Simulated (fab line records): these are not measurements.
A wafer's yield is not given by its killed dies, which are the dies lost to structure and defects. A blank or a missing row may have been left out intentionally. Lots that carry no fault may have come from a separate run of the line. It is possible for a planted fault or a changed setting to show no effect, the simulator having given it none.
fab line records	flow nand-harc
record: lots: 14	wafers: 42	last-day: 25
route steps=1159 shown P_ZERO_WELL@11 P_STI@87 P_GATE@189
lots that met no fault: taken from a fault-free run of the same line
start-h: start of the lot's first displayed wafer, in hours after the record's first day	wait-h: time in hours since the lot's previous step	" the same as in the row above	L1.1+2: a row that stands for several wafers	- either no value or no given start	* or withheld: withheld	< > ~ a bound
route shown NAME@n: NAME is a module with steps in the file, n the number in the route of the first one	usual: the fault-free wafers' mean and standard deviation	same: alike in all rows	chamber/n: place in a boat	sites: per-site readings	_std_site: standard deviation of those values	_edge_site: inner sites' mean taken away from outer sites' mean	radius-mm: how far each site lies from the wafer's centre	mask NAME#n: copy n	behind: tool/chamber where the wafer was last shaped	hold: why the lot went on hold/how many hours it stayed there/how the hold came to an end	device: the transistor (n, p or np) that didn't switch	end of line: tests run on the same wafers once the route is complete	a step given without rows: its recipe and nothing more	killed: at the first sort, the dies lost to defects and structure; wafer yield is something else	map: a wafer's dies, x killed, . not, _ none there
set.NAME: the setting the step ran with; set.NAME@STEP: the setting that earlier step ran with	model.NAME: the simulator's own value behind a step, which no gauge read
steps of the route over a sample of lots; a table a step, a row a wafer
services: from which hour (start-h, from the record's first day; less than 0 if before it) a tool's chamber was out of use, for how many hours, and why
== steps ==
step: NHARC_P_ZERO_WELL_EXPOSE_08
recipe: na: 0.55	target-cd-nm: 500	dose-mj: 33.8	mask-id: P_ZERO
usual: exposure-dose-mJ-cm2: 33.78/0.036
lot.wafer	tool	chamber	start-h	wait-h	mask	exposure-dose-mJ-cm2
L856.2	krf-scanner-02	0	19.09	-	P_ZERO#0	33.80
L856.3	"	0	"	"	P_ZERO#0	33.82
L856.4	"	0	"	"	P_ZERO#0	33.78
L857.3	krf-scanner-01	0	25.41	-	P_ZERO#0	33.73
L857.4	"	0	"	"	P_ZERO#0	33.80
L857.5	"	0	"	"	P_ZERO#0	33.75
L859.2	krf-scanner-03	0	37.09	-	P_ZERO#0	33.82
L859.5	"	0	"	"	P_ZERO#0	33.75
L859.6	"	0	"	"	P_ZERO#0	33.79
L861.2	krf-scanner-01	0	49.14	-	P_ZERO#0	33.73
L861.5	"	0	"	"	P_ZERO#0	33.74
L861.6	"	0	"	"	P_ZERO#0	33.77
L864.1	krf-scanner-03	0	67.08	-	P_ZERO#0	33.75
L864.4	"	0	"	"	P_ZERO#0	33.79
L864.6	"	0	"	"	P_ZERO#0	33.77
L865.4	krf-scanner-01	0	73.10	-	P_ZERO#0	33.74
L865.5	"	0	"	"	P_ZERO#0	33.74
L865.6	"	0	"	"	P_ZERO#0	33.70
L867.1	krf-scanner-02	0	84.96	-	P_ZERO#0	33.79
L867.2	"	0	"	"	P_ZERO#0	33.86
L867.3	"	0	"	"	P_ZERO#0	33.82
L868.1	krf-scanner-03	0	91.17	-	P_ZERO#0	33.84
L868.4	"	0	"	"	P_ZERO#0	33.79
L868.5	"	0	"	"	P_ZERO#0	33.78
L869.1	krf-scanner-03	0	97.01	-	P_ZERO#0	33.77
L869.5	"	0	"	"	P_ZERO#0	33.74
L869.6	"	0	"	"	P_ZERO#0	33.76
L871.3	krf-scanner-01	0	109.10	-	P_ZERO#0	33.82
L871.5	"	0	"	"	P_ZERO#0	33.79
L871.6	"	0	"	"	P_ZERO#0	33.76
L872.1	krf-scanner-03	0	115.09	-	P_ZERO#0	44.87
L872.4	"	0	"	"	P_ZERO#0	44.84
L872.6	"	0	"	"	P_ZERO#0	44.79
L873.2	krf-scanner-01	0	121.10	-	P_ZERO#0	33.78
L873.3	"	0	"	"	P_ZERO#0	33.78
L873.6	"	0	"	"	P_ZERO#0	33.75
L877.1	krf-scanner-03	0	145.09	-	P_ZERO#0	42.60
L877.2	"	0	"	"	P_ZERO#0	42.55
L877.5	"	0	"	"	P_ZERO#0	42.63
L878.2	krf-scanner-02	0	151.09	-	P_ZERO#0	33.85
L878.3	"	0	"	"	P_ZERO#0	33.77
L878.5	"	0	"	"	P_ZERO#0	33.83
step: NHARC_P_ZERO_WELL_CD_MEAS_11
recipe: target-cd-nm: 500	landing-energy-ev: 500
usual: cd-nm: 500.1/1.6
lot.wafer	tool	chamber	start-h	wait-h	cd-nm
L856.2	cd-sem-02	0	19.25	-	500.7
L856.3	"	0	"	"	498.4
L856.4	"	0	"	"	497.7
L857.3	cd-sem-01	0	25.56	-	502.5
L857.4	"	0	"	"	503.6
L857.5	"	0	"	"	501.9
L859.2	cd-sem-03	0	37.24	-	497.1
L859.5	"	0	"	"	500.9
L859.6	"	0	"	"	500.6
L861.2	cd-sem-01	0	49.30	-	499.2
L861.5	"	0	"	"	500.5
L861.6	"	0	"	"	500.7
L864.1	cd-sem-01	0	67.24	-	500.0
L864.4	"	0	"	"	500.4
L864.6	"	0	"	"	501.0
L865.4	cd-sem-01	0	73.24	-	498.4
L865.5	"	0	"	"	498.2
L865.6	"	0	"	"	499.0
L867.1	cd-sem-02	0	85.12	-	499.0
L867.2	"	0	"	"	500.0
L867.3	"	0	"	"	499.7
L868.1	cd-sem-01	0	91.32	-	502.9
L868.4	"	0	"	"	500.5
L868.5	"	0	"	"	502.2
L869.1	cd-sem-01	0	97.16	-	499.9
L869.5	"	0	"	"	499.0
L869.6	"	0	"	"	500.9
L871.3	cd-sem-01	0	109.25	-	500.3
L871.5	"	0	"	"	500.7
L871.6	"	0	"	"	501.5
L872.1	cd-sem-02	0	115.24	-	553.3
L872.4	"	0	"	"	551.7
L872.6	"	0	"	"	554.1
L873.2	cd-sem-03	0	121.25	-	497.2
L873.3	"	0	"	"	499.9
L873.6	"	0	"	"	501.0
L877.1	cd-sem-01	0	145.24	-	541.9
L877.2	"	0	"	"	543.2
L877.5	"	0	"	"	543.5
L878.2	cd-sem-02	0	151.24	-	499.5
L878.3	"	0	"	"	500.2
L878.5	"	0	"	"	499.9
step: NHARC_P_ZERO_WELL_ETCH_63
recipe: target-depth-a: 1200	time-s: 40.1	hbr-flow-sccm: 150	cl2-flow-sccm: 50	rf-w: 400	icp-w: 400	bias-w: 100	chemistry: HBr/Cl2
usual: drypump-motor-current-A: 5.7/0.4	hbr-flow-sccm: 150.0/0.47	oes-product-au: 1.000/0.0095	throttle-valve-pct: 26.406/0.0093
lot.wafer	tool	chamber	start-h	wait-h	drypump-motor-current-A	hbr-flow-sccm	oes-product-au	rf-hours-counter-h	throttle-valve-pct
L856.3	rie-si-01	2	19.68	-	6.5	150.3	1.002	0.6	26.407
L856.4	"	3	"	"	5.7	150.1	0.988	0.6	26.417
L856.2	"	0	"	"	5.4	150.2	1.008	0.6	26.402
L857.3	rie-si-04	2	25.99	-	4.9	149.6	1.001	0.7	26.412
L857.4	"	3	"	"	6.3	149.8	0.999	0.8	26.415
L857.5	"	1	"	"	5.8	150.0	1.009	-	26.401
L859.2	rie-si-06	1	37.68	-	5.9	150.3	0.998	0.2	26.407
L859.6	"	3	"	"	5.5	150.1	0.993	-	26.398
L859.5	"	0	"	"	5.5	150.2	1.001	-	26.411
L861.2	rie-si-04	3	49.74	-	6.3	149.8	1.001	0.9	26.420
L861.5	"	1	"	"	5.8	149.7	1.007	-	26.411
L861.6	"	2	"	"	4.9	150.6	1.017	-	26.412
L864.4	rie-si-04	0	67.67	-	5.6	151.0	0.997	1.1	26.402
L864.1	"	2	"	"	4.9	150.0	0.996	1.0	26.400
L864.6	"	3	"	"	6.3	149.8	0.997	-	26.408
L865.4	rie-si-01	3	73.65	-	5.7	150.9	0.998	1.0	26.401
L865.5	"	3	"	"	5.7	149.9	0.989	-	26.400
L865.6	"	0	"	"	5.3	150.2	1.022	-	26.405
L867.3	rie-si-01	0	85.57	-	5.3	149.8	1.020	1.2	26.398
L867.2	"	2	"	"	6.5	150.4	0.996	1.1	26.400
L867.1	"	3	"	"	5.8	149.2	0.996	1.1	26.413
L868.4	rie-si-06	0	91.75	-	5.5	150.2	1.010	0.6	26.399
L868.1	"	1	"	"	5.8	149.9	0.998	0.7	26.397
L868.5	"	1	"	"	5.8	150.0	0.985	-	26.399
L869.1	rie-si-06	0	97.61	-	5.5	150.4	1.017	0.7	26.395
L869.5	"	0	"	"	5.5	150.2	1.008	-	26.399
L869.6	"	1	"	"	5.8	150.8	0.994	-	26.413
L871.3	rie-si-06	2	109.70	-	5.9	151.0	1.007	0.8	26.430
L871.5	"	3	"	"	5.5	149.7	0.993	-	26.421
L871.6	"	0	"	"	5.5	149.9	1.013	-	26.422
L872.1	rie-si-06	2	115.68	-	5.9	148.8	0.999	0.8	26.396
L872.4	"	3	"	"	5.5	149.4	0.988	0.9	26.421
L872.6	"	1	"	"	5.9	149.4	0.980	-	26.416
L873.2	rie-si-04	2	121.67	-	4.9	150.1	0.983	0.2	26.409
L873.3	"	1	"	"	5.8	149.2	0.998	0.1	26.413
L873.6	"	3	"	"	6.3	150.5	1.001	-	26.402
L877.1	rie-si-06	3	145.71	-	5.5	149.4	1.012	1.2	26.407
L877.2	"	1	"	"	5.8	150.1	1.016	1.2	26.417
L877.5	"	2	"	"	5.9	149.9	1.006	-	26.404
L878.2	rie-si-04	2	151.66	-	4.9	149.9	0.999	0.5	26.409
L878.3	"	3	"	"	6.3	150.0	0.998	0.5	26.391
L878.5	"	2	"	"	4.9	150.4	0.995	-	26.409
step: NHARC_P_STI_DESCUM_14
recipe: time-s: 3	o2-flow-sccm: 200	ar-flow-sccm: 0	bias-power-w: 0	chemistry: O2
usual: drypump-motor-current-A: 5.74/0.29	mfc-ar-sccm: 0.003/0.0052	oes-product-au: 1.005/0.0094	rf-vpp-V: 57.9/0.93	showerhead-plenum-p-Torr: 1.95/0.075	throttle-valve-pct: 11.311/0.0084
lot.wafer	tool	chamber	start-h	wait-h	drypump-motor-current-A	mfc-ar-sccm	oes-product-au	rf-hours-counter-h	rf-vpp-V	showerhead-plenum-p-Torr	throttle-valve-pct
L856.2	rie-diel-08	3	41.09	-	5.43	0.016	0.999	4.6	57.1	1.82	11.303
L856.3	"	0	"	"	6.06	0	0.994	4.4	58.6	1.89	11.328
L856.4	"	1	"	"	5.56	0	0.992	4.4	56.8	1.86	11.312
L857.3	rie-diel-13	3	47.45	-	5.62	0.004	1.015	3.3	59.3	2.05	11.318
L857.4	"	1	"	"	6.22	0	0.992	3.1	57.0	1.99	11.312
L857.5	"	3	"	"	5.64	0.004	1.017	-	58.8	2.05	11.326
L859.2	rie-diel-08	3	63.04	-	5.43	0.016	0.991	5.4	57.2	1.82	11.323
L859.5	"	3	"	"	5.42	0.016	0.994	-	57.8	1.82	11.299
L859.6	"	0	"	"	6.06	0	0.997	-	56.3	1.89	11.312
L861.2	rie-diel-01	1	73.83	-	6.06	0.012	0.986	2.6	59.6	1.94	11.315
L861.6	"	1	"	"	6.05	0.012	0.998	-	58.3	1.94	11.307
L861.5	"	2	"	"	5.37	0	1.011	-	57.2	2.05	11.312
L864.4	rie-diel-13	2	86.51	-	5.51	0	1.006	4.6	57.8	1.96	11.301
L864.1	"	1	"	"	6.19	0	0.996	4.6	59.4	1.99	11.301
L864.6	"	3	"	"	5.64	0.004	1.011	-	57.4	2.05	11.310
L865.4	rie-diel-13	1	95.41	-	6.18	0	0.996	5.2	57.0	1.99	11.310
L865.5	"	3	"	"	5.64	0.004	1.021	-	57.3	2.05	11.309
L865.6	"	0	"	"	5.69	0	1.022	-	57.2	1.93	11.308
L867.2	rie-diel-08	0	107.12	-	6.06	0	1.000	7.7	57.0	1.88	11.305
L867.3	"	1	"	"	5.54	0	1.000	8.0	57.9	1.86	11.311
L867.1	"	2	"	"	5.80	0.002	1.005	8.6	59.7	2.06	11.304
L868.1	rie-diel-01	3	117.68	-	6.20	0	0.995	3.8	57.3	1.89	11.328
L868.4	"	2	"	"	5.36	0	1.012	-	58.3	2.05	11.306
L868.5	"	1	"	"	6.05	0.012	0.999	-	58.2	1.94	11.304
L869.1	rie-diel-13	1	117.81	-	6.15	0	1.005	0.5	57.3	1.99	11.292
L869.5	"	1	"	"	6.15	0	1.002	-	57.0	1.99	11.313
L869.6	"	2	"	"	5.53	0	0.997	-	57.6	1.96	11.324
L871.3	rie-diel-01	3	131.17	-	6.15	0	1.002	4.0	58.0	1.89	11.308
L871.6	"	2	"	"	5.35	0	1.005	-	57.4	2.05	11.312
L871.5	"	3	"	"	6.14	0	1.000	-	56.0	1.89	11.304
L872.4	rie-diel-08	3	141.51	-	5.42	0.016	1.020	0.5	57.1	1.82	11.314
L872.1	"	0	"	"	6.06	0	1.012	0.7	57.6	1.88	11.320
L872.6	"	0	"	"	6.07	0	1.023	-	58.9	1.88	11.300
L873.3	rie-diel-13	3	141.69	-	5.62	0.004	1.003	1.0	58.3	2.05	11.304
L873.2	"	2	"	"	5.53	0	1.019	1.0	57.8	1.96	11.307
L873.6	"	0	"	"	5.70	0	1.013	-	57.0	1.93	11.312
L877.2	rie-diel-13	1	167.76	-	6.23	0	1.008	2.2	58.3	1.99	11.323
L877.1	"	2	"	"	5.53	0	1.000	2.2	58.3	1.96	11.303
L877.5	"	3	"	"	5.65	0.004	1.012	-	57.6	2.05	11.320
L878.2	rie-diel-01	3	175.90	-	6.18	0	1.005	0.6	58.5	1.89	11.316
L878.3	"	1	"	"	6.04	0.012	1.012	0.7	57.6	1.94	11.305
L878.5	"	3	"	"	6.20	0	0.992	-	59.1	1.89	11.304
step: NHARC_P_GATE_STRIP_112
recipe: power-w: 1500	temp-c: 110	time-s: 200	chemistry: N2/H2
usual: drypump-motor-current-A: 5.9/0.52	heater-power-w: 88/11
lot.wafer	tool	chamber	start-h	wait-h	drypump-motor-current-A	heater-power-w	rf-hours-counter-h
L856.2	plasma-asher-02	1	108.10	0.5	6.0	94	33
L856.4	"	1	"	"	5.9	97	-
L856.3	"	0	"	"	5.1	72	-
L857.3	plasma-asher-01	0	116.20	0.2	6.5	99	-
L857.4	"	1	"	"	6.3	91	-
L857.5	"	0	"	"	6.5	98	-
L859.2	plasma-asher-01	0	129.78	0.2	6.5	99	7
L859.6	"	0	"	"	6.5	97	-
L859.5	"	1	"	"	6.3	92	-
L861.2	plasma-asher-02	0	140.25	0.2	5.1	72	43
L861.6	"	0	"	"	5.2	71	-
L861.5	"	1	"	"	6.0	92	-
L864.1	plasma-asher-02	0	153.00	0.2	5.2	71	46
L864.4	"	0	"	"	5.1	73	-
L864.6	"	0	"	"	5.2	71	-
L865.4	plasma-asher-02	0	167.12	0.2	5.1	70	-
L865.5	"	1	"	"	5.9	96	-
L865.6	"	0	"	"	5.1	73	-
L867.2	plasma-asher-02	1	180.84	0.2	6.0	96	57
L867.1	"	0	"	"	5.2	73	57
L867.3	"	1	"	"	5.9	96	-
L868.1	plasma-asher-01	1	189.06	0.2	6.3	92	27
L868.4	"	1	"	"	6.3	94	-
L868.5	"	1	"	"	6.3	91	-
L869.1	plasma-asher-01	0	190.43	0.6	6.5	98	28
L869.6	"	0	"	"	6.5	97	-
L869.5	"	1	"	"	6.3	91	-
L871.3	plasma-asher-02	0	198.85	0.3	5.1	74	-
L871.6	"	1	"	"	6.0	97	-
L871.5	"	0	"	"	5.2	73	-
L873.2	plasma-asher-02	1	210.39	0.2	6.0	96	6
L873.3	"	1	"	"	6.0	95	-
L873.6	"	1	"	"	6.0	95	-
L872.1	plasma-asher-01	0	211.24	0.4	6.5	95	36
L872.4	"	1	"	"	6.3	91	-
L872.6	"	0	"	"	6.5	97	-
L877.2	plasma-asher-02	0	231.43	0.4	5.1	74	13
L877.1	"	1	"	"	5.9	96	13
L877.5	"	1	"	"	5.9	96	-
L878.2	plasma-asher-01	0	241.46	0.2	6.5	97	45
L878.3	"	1	"	"	6.3	90	-
L878.5	"	1	"	"	6.3	90	-
== services ==
tool	chamber	start-h	hours	kind
rie-si-06	1	-0.54	2.6	repair
krf-scanner-03	-	-0.13	4.0	pm
plasma-asher-02	-	6.00	9.0	pm
rie-si-06	-	6.00	9.0	pm
rie-diel-13	3	8.08	7.3	repair
rie-diel-13	2	17.61	2.8	repair
rie-si-06	3	26.15	5.3	repair
plasma-asher-01	-	41.21	2.8	repair
plasma-asher-02	-	73.25	1.6	repair
rie-si-06	0	75.87	13.3	repair
krf-scanner-01	-	84.00	4.0	pm
rie-si-04	2	98.30	5.7	repair
rie-diel-13	-	99.00	9.0	pm
rie-si-04	-	99.00	9.0	pm
plasma-asher-01	-	99.26	9.0	pm
krf-scanner-03	-	101.11	0.6	repair
rie-si-04	0	111.08	4.2	repair
krf-scanner-01	-	146.33	1.7	repair
krf-scanner-03	-	171.87	4.0	pm
rie-si-06	-	183.00	9.0	pm
plasma-asher-02	-	183.34	9.0	pm
rie-diel-13	1	193.98	6.8	repair
rie-diel-13	-	202.31	1.1	repair
rie-si-06	1	203.68	2.7	repair
== key ==
first-sign: step: NHARC_P_ZERO_WELL_EXPOSE_08	reading: exposure-dose-mJ-cm2	direction: up	sigmas: 99+	usual: 33.78	struck: 43.71
effect: step: NHARC_P_ZERO_WELL_CD_MEAS_11	reading: cd-nm	direction: up	sigmas: 29	usual: 500.1	struck: 548.0	through: control-loop
met-at NHARC_P_ZERO_WELL_EXPOSE_08
struck-lots L872,L877
sort-left-out L872.1,L872.4,L872.6,L877.1,L877.2,L877.5
tester-left-out L872,L877
loop-trim: step: NHARC_P_ZERO_WELL_EXPOSE_08	setting: dose	lots: L877
not-acting-at NHARC_P_ZERO_WELL_ETCH_63,NHARC_P_STI_DESCUM_14,NHARC_P_GATE_STRIP_112
onset-between 97.01 115.09
fault: kind: process-parameter-drift	tool: krf-scanner-03	chamber: -	onset-h: 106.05	steps: NHARC_P_ZERO_WELL_EXPOSE_08	channel: dose-mj	offset: 11.033	shape: step	acts-in: these-recipes-only	stated: 33.8
tester-left-out: of these lots the tester's yield and bins aren't shown, on N5 and GAA mostly nor the transistor test; their killed dies are dies lost to structure and defects alone, not to doping, threshold or leakage, so they don't give the yield
sort-left-out: the simulated sort isn't trusted on such a fault, so these wafers' sort isn't shown, and their yield isn't known
loop-trim: a control loop set the setting to another value than it would have without faults
